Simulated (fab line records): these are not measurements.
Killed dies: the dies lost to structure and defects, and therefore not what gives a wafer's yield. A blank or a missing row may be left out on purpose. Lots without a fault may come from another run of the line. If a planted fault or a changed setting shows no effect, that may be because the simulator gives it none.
fab line records | flow n5-finfet
[record] lots = 11 wafers = 33 last-day = 17
route steps=1938 shown BEOL_M14@1753
lots that met no fault: taken from a fault-free run of the same line
start-h: the number of hours between the record's first day and the start of the first shown wafer of the lot | wait-h: time in hours since the lot's previous step | " as in the row above | L1.1+2: one row covering several wafers at once | - no value, or no start given | * or withheld: withheld | < > ~ a bound
route shown NAME@n: a module of which the file shows steps, and the number in the route of the first | usual: average and standard deviation across the fault-free wafers | same: alike in all rows | chamber/n: place in a boat | sites: each site's reading | _std_site: how widely they spread, as a standard deviation | _edge_site: outer sites' mean less inner sites' | radius-mm: for every site, how far away it sits from the centre of the wafer | mask NAME#n: copy n | behind: the tool/chamber that last shaped the wafer | hold: reason for holding the lot/hours on hold/outcome of the hold | device: transistor that didn't switch, given as n, p or np | end of line: the same wafers' tests at the end of the route | a step with no rows: only its recipe | killed: dies lost to structure and defects at the first sort, not the wafer's yield | map: per-die view of a wafer (x killed, . not killed, _ where there is no die)
set.NAME: setting as actually run; set.NAME@STEP: the setting as run at that earlier step | model.NAME: the simulator's own value behind a step, which no gauge read
route steps across a sampled set of lots; one table per step, one row per wafer
services: when a tool's chamber went out of use (start-h, in hours from the record's first day, below 0 if earlier), for how many hours, and the reason
[[steps]]
[step N5_BEOL_M14_TRENCH_ETCH_34]
[recipe] chemistry = C4F8/O2/Ar target = SiO2 target-depth-a = 5566.5 mask-material = SOC he-inner-torr = 15 he-outer-torr = 30 time-s = 126.9 ion-energy-ev = 800 pressure-mtorr = 20 source-w = 1905 bias-w = 2040 Ar_flow_sccm = 400 C4F8_flow_sccm = 16 O2_flow_sccm = 12
[usual] drypump-motor-current-A = 5.8/0.36 oes-product-au = 0.81/0.076 rf-vpp-V = 2228/49 showerhead-plenum-p-Torr = 3.46/0.12 throttle-valve-pct = 30.85/0.16
// columns lot.wafer tool chamber start-h wait-h drypump-motor-current-A oes-product-au rf-hours-counter-h rf-vpp-V showerhead-plenum-p-Torr throttle-valve-pct
L201.1 rie-diel-02 0 259.17 0.0 5.9 0.85 84 2277 3.47 30.91
L201.2 " 1 " " 5.6 0.97 5 2218 3.64 30.58
L201.3 " 3 " " 6.3 0.68 232 2280 3.54 30.59
L202.2 rie-diel-04 2 259.32 0.0 6.2 0.97 7 2218 3.41 30.86
L202.5 " 1 " " 5.7 0.73 - 2242 3.56 30.84
L202.6 " 0 " " 5.5 0.85 - 2266 3.65 30.89
L203.3 rie-diel-04 2 266.06 0.0 6.3 0.97 10 2216 3.40 30.86
L203.4 " 1 " " 5.7 0.73 208 2242 3.56 30.85
L203.5 " 1 " " 5.7 0.73 - 2242 3.56 30.85
L208.2 rie-diel-04 1 287.44 0.0 5.7 0.72 216 2240 3.55 30.86
L208.5 " 1 " " 5.7 0.71 - 2241 3.55 30.85
L208.6 " 2 " " 6.3 0.94 - 2216 3.40 30.86
L212.3 rie-diel-03 3 318.71 0.0 6.1 0.79 105 2285 3.45 30.79
L212.5 " 3 " " 6.1 0.78 - 2284 3.45 30.77
L212.6 " 0 " " 5.8 0.86 - 2257 3.37 31.03
L219.2 rie-diel-04 1 345.96 0.0 5.7 0.71 236 2241 3.54 30.87
L219.3 " 3 " " 5.5 0.77 122 2132 3.31 30.64
L219.4 " 2 " " 6.3 0.91 37 2214 3.39 30.87
L220.4 rie-diel-04 2 364.69 0.0 6.3 0.89 43 2214 3.39 30.88
L220.5 " 3 " " 5.5 0.76 - 2132 3.30 30.67
L220.6 " 0 " " 5.6 0.80 - 2263 3.63 30.91
L221.1 rie-diel-03 3 381.95 0.0 6.1 0.75 127 2281 3.44 30.80
L221.3 " 2 " " 4.8 0.84 55 2240 3.36 30.90
L221.5 " 0 " " 5.8 0.81 - 2255 3.36 31.02
L222.3 rie-diel-02 1 383.22 0.0 5.6 0.86 53 2214 3.61 30.62
L222.4 " 2 " " 5.9 0.68 245 2148 3.27 30.98
L222.5 " 1 " " 5.6 0.86 - 2214 3.61 30.61
L223.3 rie-diel-03 2 388.39 0.0 4.8 0.85 57 2240 3.36 30.93
L223.5 " 3 " " 6.1 0.76 - 2283 3.44 30.82
L223.6 " 0 " " 5.8 0.82 - 2255 3.36 31.06
L224.1 rie-diel-04 3 397.16 0.0 5.5 0.76 138 2134 3.30 30.68
L224.3 " 2 " " 6.3 0.87 54 2216 3.38 30.88
L224.5 " 2 " " 6.3 0.87 - 2214 3.38 30.88
[step N5_BEOL_M14_STRIP_37]
[recipe] chemistry = O2 power-w = 600 temp-c = 60 pressure-mtorr = 30 rf-frequency-hz = 6e+07 bias-power-w = 0 overash-fraction = 0.3 o2-flow-sccm = 225
[usual] drypump-motor-current-A = 5.8/0.4 o2-flow-sccm = 225.1/0.69 oes-product-au = 0.83/0.075 rf-vpp-V = 3.6/0.82 showerhead-plenum-p-Torr = 2.10/0.077 throttle-valve-pct = 16.53/0.16
[same] overash-fraction = 0.3
// columns lot.wafer tool chamber start-h wait-h drypump-motor-current-A o2-flow-sccm oes-product-au rf-hours-counter-h rf-vpp-V showerhead-plenum-p-Torr throttle-valve-pct
L202.2 rie-diel-02 2 260.58 1.1 5.9 224.1 0.72 198 4.1 1.99 16.77
L202.5 " 1 " " 5.6 225.3 0.94 - 4.9 2.24 16.39
L202.6 " 0 " " 5.9 224.4 0.87 - 3.6 2.11 16.51
L201.1 rie-diel-03 0 262.78 3.5 5.7 225.4 0.90 30 4.3 2.04 16.38
L201.2 " 1 " " 6.3 226.0 0.86 42 4.5 2.15 16.61
L201.3 " 3 " " 6.0 225.4 0.83 86 2.6 2.11 16.60
L203.3 rie-diel-03 2 269.13 2.9 4.8 224.3 0.89 21 2.8 2.04 16.45
L203.4 " 3 " " 6.1 226.3 0.81 88 2.9 2.11 16.64
L203.5 " 2 " " 4.8 224.8 0.87 - 3.0 2.04 16.45
L208.2 rie-diel-04 3 291.10 3.5 5.5 224.6 0.78 102 2.2 2.01 16.43
L208.5 " 0 " " 5.5 226.0 0.84 - 2.3 2.21 16.41
L208.6 " 3 " " 5.5 225.8 0.79 - 3.6 2.01 16.48
L212.3 rie-diel-03 2 320.11 1.2 4.8 226.2 0.86 38 4.2 2.04 16.53
L212.5 " 1 " " 6.3 226.3 0.82 - 3.2 2.14 16.71
L212.6 " 0 " " 5.7 225.0 0.87 - 3.6 2.03 16.42
L219.2 rie-diel-03 2 346.38 0.3 4.8 224.6 0.82 46 3.3 2.03 16.53
L219.3 " 0 " " 5.8 225.6 0.86 58 5.5 2.02 16.41
L219.4 " 3 " " 6.1 225.7 0.78 114 2.8 2.10 16.67
L220.4 rie-diel-04 1 372.34 7.5 5.7 225.6 0.69 244 3.2 2.17 16.75
L220.5 " 3 " " 5.5 225.6 0.75 - 3.1 2.00 16.53
L220.6 " 2 " " 6.3 224.7 0.91 - 4.2 2.06 16.56
L221.1 rie-diel-04 0 382.14 0.0 5.6 225.2 0.80 102 2.6 2.20 16.46
L221.3 " 1 " " 5.7 225.7 0.70 247 3.8 2.16 16.78
L221.5 " 3 " " 5.5 225.4 0.75 - 3.9 2.00 16.51
L222.3 rie-diel-02 1 384.40 1.0 5.6 226.0 0.82 53 3.9 2.22 16.48
L222.4 " 0 " " 5.9 224.9 0.81 129 3.0 2.10 16.59
L222.5 " 0 " " 5.9 225.2 0.81 - 3.8 2.10 16.58
L223.3 rie-diel-02 1 393.18 4.6 5.6 226.4 0.84 56 4.5 2.22 16.47
L223.5 " 1 " " 5.6 226.4 0.84 - 3.5 2.22 16.46
L223.6 " 0 " " 5.9 225.3 0.78 - 4.3 2.09 16.57
L224.1 rie-diel-02 3 398.00 0.7 6.3 225.8 0.93 23 4.8 2.13 16.16
L224.3 " 2 " " 5.9 225.1 0.69 250 4.1 1.97 16.83
L224.5 " 1 " " 5.6 224.4 0.84 - 4.6 2.22 16.48
[step N5_BEOL_M14_SPUTTER_43]
[recipe] material = TaN target-thk-a = 150 temp-c = 50 bias-v = 168.6 power-w = 15000 chamber-pressure-pa = 0.12 time-s = 24.19
[usual] cathode-dc-power-W = 15000/3 throttle-valve-pct = 29.6/1.1
// columns lot.wafer tool chamber start-h wait-h cathode-dc-power-W throttle-valve-pct
L202.2 pvd-sputter-01 - 261.19 0.0 15000 28.7
L202.5 " - " " 15000 28.7
L202.6 " - " " 15002 28.9
L201.1 pvd-sputter-01 - 263.65 0.0 15000 29.1
L201.2 " - " " 15002 30.5
L201.3 " - " " 14997 28.9
L203.3 pvd-sputter-03 - 269.62 0.0 15000 31.7
L203.4 " - " " 15002 27.8
L203.5 " - " " 15002 28.1
L208.2 pvd-sputter-01 - 291.89 0.0 14148 29.4
L208.5 " - " " 14152 29.0
L208.6 " - " " 14146 28.5
L212.3 pvd-sputter-01 - 320.65 0.0 14145 29.0
L212.5 " - " " 14147 30.6
L212.6 " - " " 14147 28.7
L219.2 pvd-sputter-02 - 347.12 0.0 14998 30.5
L219.3 " - " " 15002 29.2
L219.4 " - " " 14997 28.8
L220.4 pvd-sputter-03 - 373.28 0.0 14997 31.5
L220.5 " - " " 14999 28.0
L220.6 " - " " 14997 29.5
L221.1 pvd-sputter-01 - 382.54 0.0 15002 28.7
L221.3 " - " " 15002 28.6
L221.5 " - " " 14996 28.8
L222.3 pvd-sputter-01 - 385.08 0.0 15003 28.6
L222.4 " - " " 15001 30.7
L222.5 " - " " 15000 28.4
L223.3 pvd-sputter-01 - 393.74 0.0 15004 30.8
L223.5 " - " " 14998 29.2
L223.6 " - " " 14998 28.9
L224.1 pvd-sputter-01 - 398.42 0.0 14994 28.8
L224.3 " - " " 15002 29.1
L224.5 " - " " 15000 28.7
[step N5_BEOL_M14_THK_MEAS_50]
[recipe] thk-meas-gauge = xrf reads = Cu_of_BEOL_M14_ECD_47
[usual] M14_THK = 552/11
// columns lot.wafer tool chamber start-h wait-h M14_THK[nm]
L202.2 film-metro-01 - 262.25 - 546
L202.5 " - " " 546
L202.6 " - " " 553
L201.1 film-metro-01 - 264.71 - 565
L201.2 " - " " 576
L201.3 " - " " 539
L203.3 film-metro-01 - 270.69 - 557
L203.4 " - " " 547
L203.5 " - " " 547
L208.2 film-metro-01 - 292.95 - 547
L208.5 " - " " 540
L208.6 " - " " 548
L212.3 film-metro-01 - 321.70 - 538
L212.5 " - " " 539
L212.6 " - " " 556
L219.2 film-metro-01 - 348.19 - 550
L219.3 " - " " 556
L219.4 " - " " 558
L220.4 film-metro-02 - 374.38 - 546
L220.5 " - " " 552
L220.6 " - " " 544
L221.1 film-metro-01 - 383.60 - 522
L221.3 " - " " 559
L221.5 " - " " 542
L222.3 film-metro-01 - 386.14 - 564
L222.4 " - " " 549
L222.5 " - " " 567
L223.3 film-metro-01 - 395.36 - 562
L223.5 " - " " 526
L223.6 " - " " 554
L224.1 film-metro-02 - 399.48 - 554
L224.3 " - " " 549
L224.5 " - " " 544
[[services]]
// columns tool chamber start-h hours kind
rie-diel-04 3 238.86 7.2 repair
rie-diel-02 3 311.75 - clean
rie-diel-02 3 311.75 - consumable-replace:focus-ring
rie-diel-02 3 311.75 20.7 scheduled-down
rie-diel-02 3 311.75 20.7 vent-cycle
pvd-sputter-02 - 322.06 8.6 repair
rie-diel-02 0 349.30 4.2 repair
pvd-sputter-02 - 354.74 5.9 repair
pvd-sputter-03 - 364.90 3.4 repair
rie-diel-03 2 370.53 9.9 repair
rie-diel-04 1 391.53 - clean
rie-diel-04 1 391.53 - consumable-replace:focus-ring
rie-diel-04 1 391.53 17.4 scheduled-down
rie-diel-04 1 391.53 17.4 vent-cycle
[[key]]
[first-sign] step = N5_BEOL_M14_SPUTTER_43 reading = cathode-dc-power-W direction = down sigmas = 99+ usual = * struck = *
effect none on later readings
met-at N5_BEOL_M14_SPUTTER_43
struck-lots L208,L212
not-acting-at N5_BEOL_M14_TRENCH_ETCH_34,N5_BEOL_M14_STRIP_37,N5_BEOL_M14_THK_MEAS_50
onset-between 263.65 291.89
[fault] kind = process-parameter-drift tool = pvd-sputter-01 chamber = - onset-h = 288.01 steps = N5_BEOL_M14_SPUTTER_43 channel = power-w offset = * shape = step end-h = 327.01 acts-in = * stated = *
